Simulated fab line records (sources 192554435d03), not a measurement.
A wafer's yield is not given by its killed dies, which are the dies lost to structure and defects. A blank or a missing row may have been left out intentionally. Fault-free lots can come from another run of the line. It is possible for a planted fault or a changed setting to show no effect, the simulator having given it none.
fab line records	flow n5-finfet
[record] lots = 12	wafers = 35	last-day = 17
route steps=1938 shown PMOS_HMC_CHANNEL_EPI@74 PASS1_CAP@1874 PASSIVATION@1928
lots that met no fault: taken from a fault-free run of the same line
start-h: hours from the record's first day to the start of the lot's first wafer shown	wait-h: hours elapsed since this lot's preceding step	" same as the row above	L1.1+2: a row that stands for several wafers	- value missing, or start not given	* or withheld: withheld	< > ~ a bound
route shown NAME@n: names a module that has steps shown in the file, with the first one's number in the route	usual: mean/standard deviation of fault-free wafers	same: alike in all rows	chamber/n: place in a boat	sites: each site's reading	_std_site: the standard deviation of these	_edge_site: outer sites' mean less inner sites'	radius-mm: how far each site lies from the wafer's centre	mask NAME#n: copy n	behind: tool/chamber where the wafer was last shaped	hold: why the lot went on hold/how many hours it stayed there/how the hold came to an end	device: transistor that didn't switch, given as n, p or np	end of line: at the end of the route, the tests of the same wafers	for a step that has no rows: nothing shown but its recipe	killed: not the wafer's yield, but the dies lost to structure and defects at the first sort	map: a wafer's dies, marking killed ones x, the rest . and places with no die _
set.NAME: the setting the step ran with; set.NAME@STEP: the setting that earlier step ran with	model.NAME: the simulator's own value behind a step, which no gauge read
route steps across a sampled set of lots; one table per step, one row per wafer
services: from which hour (start-h, from the record's first day; less than 0 if before it) a tool's chamber was out of use, for how many hours, and why
[[steps]]
[step N5_PMOS_HMC_CHANNEL_EPI_FIN_RECESS_16]
[recipe] chemistry = HBr/Cl2	target = Si	mask-material = SiO2	target-depth-a = 540	time-s = 18	pressure-mtorr = 10	icp-w = 800	bias-w = 75	HBr_flow_sccm = 150	Cl2_flow_sccm = 80
[usual] HBr_flow_sccm = 149.9/0.46	drypump-motor-current-A = 5.5/0.49	oes-product-au = 0.999/0.022	throttle-valve-pct = 35.4/0.46
lot.wafer	tool	chamber	start-h	wait-h	HBr_flow_sccm	drypump-motor-current-A	oes-product-au	rf-hours-counter-h	throttle-valve-pct
L334.2	rie-si-01	1	18.59	0.0	149.6	5.1	0.983	100	35.5
L334.3	"	3	"	"	149.6	6.4	1.009	210	35.7
L334.5	"	1	"	"	149.5	5.1	0.986	-	35.4
L335.1	rie-si-01	3	24.10	0.0	150.1	6.5	1.039	210	35.7
L335.3	"	0	"	"	150.4	6.1	1.020	6	34.6
L335.5	"	1	"	"	150.1	5.1	0.987	-	35.4
L337.1	rie-si-01	0	35.88	0.0	149.6	6.1	1.035	6	34.6
L337.3	"	1	"	"	149.6	5.1	0.997	101	35.4
L337.6	"	2	"	"	149.6	4.7	1.010	-	35.7
L339.1	rie-si-01	1	47.56	0.0	149.9	5.1	1.010	101	35.4
L339.3	"	2	"	"	149.5	4.7	1.005	200	35.7
L339.6	"	0	"	"	149.4	6.1	1.036	-	34.5
L340.1	rie-si-02	2	53.73	0.0	149.9	5.3	1.006	61	35.3
L340.3	"	0	"	"	150.6	5.9	0.965	3	36.2
L340.5	"	0	"	"	150.3	5.9	0.972	-	36.2
L342.1	rie-si-01	2	66.67	0.0	150.1	4.7	1.004	200	35.7
L342.2	"	3	"	"	150.0	6.5	0.979	0	35.1
L342.3	"	1	"	"	150.1	5.1	1.005	102	35.4
L347.1	rie-si-02	0	95.74	0.0	150.1	5.9	0.963	4	36.2
L347.3	"	3	"	"	149.7	5.5	0.978	8	35.4
L347.6	"	0	"	"	149.1	5.8	0.976	-	36.2
L348.1	rie-si-04	0	102.17	0.0	150.0	5.8	0.971	6	36.0
L348.3	"	2	"	"	149.9	5.0	1.015	128	35.5
L348.5	"	3	"	"	150.3	5.1	0.976	-	35.2
L352.2	rie-si-01	3	125.94	0.0	150.6	6.5	0.986	1	35.1
L352.5	"	2	"	"	150.1	4.7	1.057	-	35.4
L352.6	"	1	"	"	149.5	5.1	0.996	-	35.4
L353.2	rie-si-01	2	131.90	0.0	150.1	4.8	1.039	1	35.5
L353.4	"	0	"	"	149.9	6.1	1.022	8	34.6
L353.5	"	0	"	"	149.9	6.1	1.025	-	34.6
L355.1	rie-si-01	0	143.97	0.0	150.1	6.1	1.031	9	34.5
L355.3	"	2	"	"	150.6	4.8	1.046	1	35.5
L355.4	"	3	"	"	150.5	6.5	0.999	2	35.1
L357.5	rie-si-04	2	155.49	0.0	149.8	5.1	1.021	-	35.5
L357.6	"	3	"	"	150.2	5.1	0.981	-	35.2
[step N5_PASSIVATION_PECVD_01]
[recipe] material = SiNx	target-thk-a = 2000	temp-c = 400	precursor = SiH4/NH3/N2	pressure-torr = 4.9	rf-w = 1406	time-s = 43.2
[usual] heater-power-w = 354/98	showerhead-plenum-p-Torr = 8.69/0.039	throttle-valve-pct = 29.3/1.6
lot.wafer	tool	chamber	start-h	wait-h	heater-power-w	showerhead-plenum-p-Torr	throttle-valve-pct
L334.2	pecvd-04	0	274.94	0.0	274	8.75	31.1
L334.3	"	0	"	"	281	8.75	31.4
L334.5	"	1	"	"	388	8.64	31.0
L335.1	pecvd-01	2	276.75	0.0	403	8.72	28.3
L335.3	"	1	"	"	505	8.66	29.9
L335.5	"	1	"	"	523	8.68	29.9
L337.1	pecvd-01	2	295.79	0.0	372	8.74	28.1
L337.3	"	1	"	"	509	8.68	30.0
L337.6	"	1	"	"	539	8.67	29.9
L339.1	pecvd-03	1	301.49	0.0	211	8.70	30.0
L339.3	"	2	"	"	383	8.65	27.8
L339.6	"	1	"	"	215	8.69	29.5
L340.1	pecvd-03	1	304.37	0.0	201	8.68	29.5
L340.3	"	2	"	"	452	8.65	27.7
L340.5	"	2	"	"	450	8.64	27.8
L342.1	pecvd-04	2	314.26	0.0	384	8.69	26.2
L342.2	"	0	"	"	314	8.74	31.2
L342.3	"	1	"	"	270	8.68	30.9
L347.1	pecvd-03	1	339.94	0.0	192	8.70	29.5
L347.3	"	2	"	"	337	8.65	28.1
L347.6	"	2	"	"	372	8.65	27.8
L348.1	pecvd-01	0	349.40	0.0	493	8.76	31.1
L348.3	"	2	"	"	323	8.74	28.4
L348.5	"	2	"	"	331	8.73	28.4
L353.2	pecvd-04	0	382.56	0.0	302	8.74	31.3
L353.4	"	0	"	"	311	8.75	31.5
L353.5	"	2	"	"	389	8.68	26.2
L352.2	pecvd-01	0	386.28	0.0	466	8.77	31.4
L352.5	"	1	"	"	518	8.68	30.0
L352.6	"	2	"	"	323	8.72	28.6
L355.1	pecvd-04	0	387.55	0.0	320	8.77	31.3
L355.3	"	0	"	"	324	8.75	31.2
L355.4	"	2	"	"	418	8.71	26.4
L357.5	pecvd-03	0	392.96	0.0	335	8.69	28.8
L357.6	"	2	"	"	403	8.66	28.5
[step N5_PASSIVATION_DESCUM_46]
[recipe] chemistry = O2	time-s = 7.9	source-power-w = 50	bias-power-w = 20	pressure-mtorr = 20	rf-frequency-hz = 2.712e+07	temp-c = 40	o2-flow-sccm = 225
[usual] drypump-motor-current-A = 5.7/0.58	oes-product-au = 0.82/0.085	rf-vpp-V = 243.4/1.2	showerhead-plenum-p-Torr = 2.10/0.078	throttle-valve-pct = 20.45/0.22
lot.wafer	tool	chamber	start-h	wait-h	drypump-motor-current-A	oes-product-au	rf-hours-counter-h	rf-vpp-V	showerhead-plenum-p-Torr	throttle-valve-pct
L334.2	rie-diel-04	0	278.65	0.0	6.7	0.71	220	244.2	2.13	20.32
L334.3	"	1	"	"	5.9	0.93	13	244.3	2.16	20.79
L334.5	"	0	"	"	6.7	0.71	-	243.7	2.13	20.32
L335.1	rie-diel-04	1	283.88	0.1	5.9	0.93	15	245.2	2.16	20.80
L335.3	"	2	"	"	5.7	0.90	38	241.7	2.03	20.28
L335.5	"	1	"	"	5.8	0.93	-	242.6	2.16	20.79
L337.1	rie-diel-04	1	303.35	0.4	5.9	0.90	23	242.9	2.16	20.79
L337.3	"	3	"	"	6.2	0.73	168	243.4	1.99	20.71
L337.6	"	0	"	"	6.7	0.70	-	244.2	2.13	20.33
L339.1	rie-diel-05	1	306.44	0.2	5.3	0.87	52	244.1	2.20	20.46
L339.3	"	0	"	"	4.8	0.89	41	245.2	2.24	20.57
L339.6	"	1	"	"	5.3	0.87	-	244.8	2.20	20.47
L340.1	rie-diel-04	3	310.16	0.2	6.2	0.73	172	242.2	1.99	20.72
L340.3	"	0	"	"	6.7	0.69	231	244.3	2.13	20.34
L340.5	"	3	"	"	6.2	0.73	-	240.6	1.99	20.72
L342.1	rie-diel-06	2	320.60	0.0	5.1	0.75	144	245.1	2.21	20.36
L342.2	"	3	"	"	5.8	0.76	152	244.3	2.09	20.50
L342.3	"	1	"	"	4.8	1.00	0	242.9	2.03	20.14
L347.1	rie-diel-06	1	345.93	0.0	4.8	0.91	11	243.9	2.03	20.15
L347.3	"	2	"	"	5.1	0.73	155	244.7	2.20	20.37
L347.6	"	3	"	"	5.9	0.75	-	243.4	2.09	20.50
L348.1	rie-diel-05	1	355.70	0.0	5.3	0.82	74	245.3	2.19	20.50
L348.3	"	3	"	"	6.3	0.91	32	243.8	2.13	20.26
L348.5	"	2	"	"	5.3	0.78	-	242.7	2.10	20.25
L353.2	rie-diel-05	1	387.66	0.2	5.3	0.81	85	244.6	2.19	20.51
L353.4	"	3	"	"	6.3	0.88	42	243.5	2.13	20.30
L353.5	"	2	"	"	5.3	0.79	-	243.2	2.10	20.28
L355.1	rie-diel-06	3	392.01	0.0	5.8	0.74	183	240.8	2.08	20.54
L355.3	"	0	"	"	6.2	0.87	44	243.0	2.03	20.43
L355.4	"	1	"	"	4.8	0.88	29	241.7	2.02	20.17
L352.2	rie-diel-05	1	392.41	0.1	5.3	0.81	87	244.4	2.19	20.52
L352.5	"	1	"	"	5.3	0.80	-	245.1	2.19	20.51
L352.6	"	2	"	"	5.3	0.77	-	242.8	2.10	20.26
L357.5	rie-diel-04	3	397.78	0.5	6.2	0.69	-	241.5	1.98	20.76
L357.6	"	0	"	"	6.7	0.97	-	243.6	2.12	20.05
[step N5_PASSIVATION_PROBE_49]
[usual] defect-limited-yield = 91.4/1.5	killed_at_M0_to_M3 = 36/11	killed_at_M4_up = 14/6	killed-at-contacts = 11/6	killed-at-front-end = 37/11	killed-at-other = 4/3.4	killed-dies = 102/18	killed-open = 66/13	killed-short = 34/7.8	sort_bin_4_leakage = 0.00/0.017	sort_bin_5_function = 5.0/0.97	sort_bin_6_memory = 3.2/0.7	sort_bin_8_speed = 0.0/0.38	sort-n-pass = 1078/19	sort-yield-pct = 91.3/1.6
[same] gross-dies = 1180	killed-at-back-side = 0
lot.wafer	tool	chamber	start-h	wait-h	defect-limited-yield[%]	killed_at_M0_to_M3	killed_at_M4_up	killed-at-contacts	killed-at-front-end	killed-at-other	killed-dies	killed-open	killed-short	sort_bin_4_leakage[%]	sort_bin_5_function[%]	sort_bin_6_memory[%]	sort_bin_8_speed[%]	sort-n-pass	sort-yield-pct[%]
L337.1	prober-02	-	306.40	0.0	90.8	39	10	5	46	8	108	66	33	0	5.1	3.1	0	1072	90.8
L337.3	prober-02	-	306.50	0.1	81.4	25	3	12	160	20	220	70	33	0	11.8	4.8	0	960	81.4
L337.6	prober-02	-	306.65	0.3	91.6	26	13	29	25	6	99	76	22	0	4.6	3.6	0	1081	91.6
L339.1	prober-01	-	309.49	0.0	85.0	26	8	7	132	4	177	44	22	0	9.1	4.2	0	1003	85.0
L339.3	prober-01	-	309.59	0.1	93.8	37	5	9	18	4	73	46	25	0.08	3.9	2.1	0	1106	93.7
L339.6	prober-01	-	309.74	0.3	92.1	39	7	8	36	3	93	55	36	0	4.4	3.2	0	1087	92.1
L342.1	prober-01	-	323.72	0.0	89.1	48	16	8	54	3	129	83	44	0.08	6.4	3.9	0	1050	89.0
L342.2	prober-01	-	323.77	0.1	90.2	46	10	7	52	1	116	77	34	0	5.8	3.7	0	1064	90.2
L342.3	prober-01	-	323.82	0.1	82.3	37	7	4	161	0	209	55	34	0	11.7	4.1	0	971	82.3
L347.1	prober-02	-	349.82	0.9	93.5	27	13	5	31	1	77	45	30	0	3.4	2.7	0	1103	93.5
L347.3	prober-02	-	349.92	1.0	90.8	31	13	21	41	2	108	65	43	0	5.3	3.5	0	1072	90.8
L347.6	prober-02	-	350.07	1.1	90.1	36	28	7	44	2	117	83	33	0	6.1	3.6	0	1063	90.1
// killed by level:class
L337.1 BEOL_M3:geometric-particle:open=14 STI_FIN_REVEAL:geometric-particle:open=13 HKMG_FIN:area-etch=8 FIN_SAQP:geometric-particle:short=6 BEOL_M0_SAQP:geometric-particle:open=6 BEOL_M0_SAQP:geometric-particle:short=6 STI_FIN_REVEAL:geometric-particle:short=5 BEOL_M4:geometric-particle:open=5
L337.3 PMOS_HMC_CHANNEL_EPI:unspecified=113 MOL_CONTACT_COAG:geometric-particle:open=11 DUMMY_GATE:geometric-particle:open=10 STI_FIN_REVEAL:geometric-particle:open=7 BEOL_M0:geometric-particle:short=6 BEOL_M3:geometric-particle:open=6 PAD_METAL:geometric-particle:short=6 FIN_SAQP:geometric-particle:short=5
L337.6 MOL_CONTACT_COAG:geometric-particle:open=24 STI_FIN_REVEAL:geometric-particle:open=9 BEOL_M3:geometric-particle:open=7 BEOL_M4:geometric-particle:open=6 DUMMY_GATE:geometric-particle:open=5 BEOL_M0_SAQP:geometric-particle:open=4 GATE_CUT:geometric-particle:short=4 MOL_CONTACT_COAG:geometric-particle:short=4
L339.1 PMOS_HMC_CHANNEL_EPI:unspecified=109 DUMMY_GATE:geometric-particle:open=7 BEOL_M1:geometric-particle:open=6 BEOL_M2:geometric-particle:open=6 BEOL_M3:geometric-particle:open=5 MOL_CONTACT_COAG:geometric-particle:short=4 BEOL_M0_SAQP:geometric-particle:short=4 MOL_CONTACT_COAG:geometric-particle:open=3
L339.3 MOL_CONTACT_COAG:geometric-particle:open=8 BEOL_M0_SAQP:geometric-particle:short=8 BEOL_M3:geometric-particle:open=8 BEOL_M0_SAQP:geometric-particle:open=7 BEOL_M1:geometric-particle:open=4 BEOL_M2:geometric-particle:open=4 FIN_SAQP:geometric-particle:short=3 GATE_CUT:geometric-particle:short=3
L339.6 BEOL_M2:geometric-particle:open=12 BEOL_M0_SAQP:geometric-particle:short=8 FIN_SAQP:geometric-particle:short=7 MOL_CONTACT_COAG:geometric-particle:open=6 BEOL_M1:geometric-particle:open=6 STARTING-WAFER:geometric-particle:short=6 DUMMY_GATE:geometric-particle:open=5 GATE_CUT:geometric-particle:short=5
L342.1 BEOL_M2:geometric-particle:open=17 FIN_SAQP:geometric-particle:short=13 DUMMY_GATE:geometric-particle:open=10 BEOL_M4:geometric-particle:open=8 BEOL_M3:geometric-particle:open=6 STI_FIN_REVEAL:geometric-particle:open=6 BEOL_M0_SAQP:geometric-particle:open=6 FIN_SAQP:geometric-particle:open=5
L342.2 FIN_SAQP:geometric-particle:open=18 FIN_SAQP:geometric-particle:short=13 BEOL_M0_SAQP:geometric-particle:short=10 BEOL_M3:geometric-particle:open=10 BEOL_M2:geometric-particle:open=8 BEOL_M0_SAQP:geometric-particle:open=7 BEOL_M1:geometric-particle:open=7 MOL_CONTACT_COAG:geometric-particle:open=6
L342.3 PMOS_HMC_CHANNEL_EPI:unspecified=117 BEOL_M2:geometric-particle:open=12 FIN_SAQP:geometric-particle:open=11 BEOL_M3:geometric-particle:open=9 FIN_SAQP:geometric-particle:short=8 DUMMY_GATE:geometric-particle:open=7 GATE_CUT:geometric-particle:short=6 ILD0:geometric-particle:short=4
L347.1 FIN_SAQP:geometric-particle:short=6 STI_FIN_REVEAL:geometric-particle:open=6 BEOL_M0_SAQP:geometric-particle:open=6 GATE_CUT:geometric-particle:short=6 BEOL_M1:geometric-particle:open=6 BEOL_M3:geometric-particle:open=5 FIN_SAQP:geometric-particle:open=4 BEOL_M0_SAQP:geometric-particle:short=3
L347.3 MOL_CONTACT_COAG:geometric-particle:open=14 FIN_SAQP:geometric-particle:short=13 BEOL_M0_SAQP:geometric-particle:open=10 STI_FIN_REVEAL:geometric-particle:open=8 MOL_CONTACT_COAG:geometric-particle:short=7 BEOL_M4:geometric-particle:open=7 FIN_SAQP:geometric-particle:open=5 BEOL_M0_SAQP:geometric-particle:short=5
L347.6 BEOL_M4:geometric-particle:open=19 STI_FIN_REVEAL:geometric-particle:open=11 FIN_SAQP:geometric-particle:open=10 BEOL_M1:geometric-particle:open=8 BEOL_M2:geometric-particle:open=7 FIN_SAQP:geometric-particle:short=6 MOL_CONTACT_COAG:geometric-particle:open=5 BEOL_M3:geometric-particle:open=5
[[services]]
tool	chamber	start-h	hours	kind
rie-diel-06	-	5.10	1.6	repair
rie-diel-05	-	61.60	0.2	repair
pecvd-03	-	80.90	2.8	pm
pecvd-01	1	88.23	5.4	repair
rie-si-01	1	129.08	2.1	repair
rie-diel-04	0	138.65	5.3	repair
pecvd-03	-	138.88	0.5	repair
rie-si-01	-	144.24	2.8	pm
rie-diel-04	1	235.62	8.8	repair
rie-diel-05	3	239.05	115.1	repair
rie-si-01	2	265.39	9.6	repair
pecvd-04	2	272.32	2.5	repair
pecvd-03	1	275.80	7.2	repair
rie-si-01	1	281.13	3.9	repair
rie-si-01	3	292.96	20.0	repair
pecvd-01	2	298.12	1.9	repair
pecvd-01	-	301.37	14.6	pm
pecvd-03	-	308.30	0.8	pm
rie-diel-05	0	345.00	5.6	repair
pecvd-01	1	348.44	6.4	repair
pecvd-04	0	363.60	6.3	repair
pecvd-03	-	364.88	2.7	repair
pecvd-01	-	367.18	0.7	repair
rie-diel-05	-	384.77	1.2	repair
[[key]]
[first-sign] step = N5_PASSIVATION_PROBE_49	reading = killed-at-front-end	direction = up	sigmas = 9.9	usual = 37	struck = 151
[effect] step = N5_PASSIVATION_PROBE_49	reading = defect-limited-yield	direction = down	sigmas = 5.6	usual = 91.4	struck = 82.9
[more-kills-born-at] N5_PMOS_HMC_CHANNEL_EPI_FIN_RECESS_16@rie-si-01 = 339
met-at N5_PMOS_HMC_CHANNEL_EPI_FIN_RECESS_16
struck-lots L337,L339,L342
struck-wafers L337.3,L339.1,L342.3
not-acting-at N5_PASSIVATION_PECVD_01,N5_PASSIVATION_DESCUM_46
onset-between 24.10 35.88
[fault] kind = chamber-particle-source	tool = rie-si-01	chamber = 1	onset-h = 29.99	steps = N5_PMOS_HMC_CHANNEL_EPI_FIN_RECESS_16	rate-per-visit-cm2 = 0.58348	end-h = 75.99
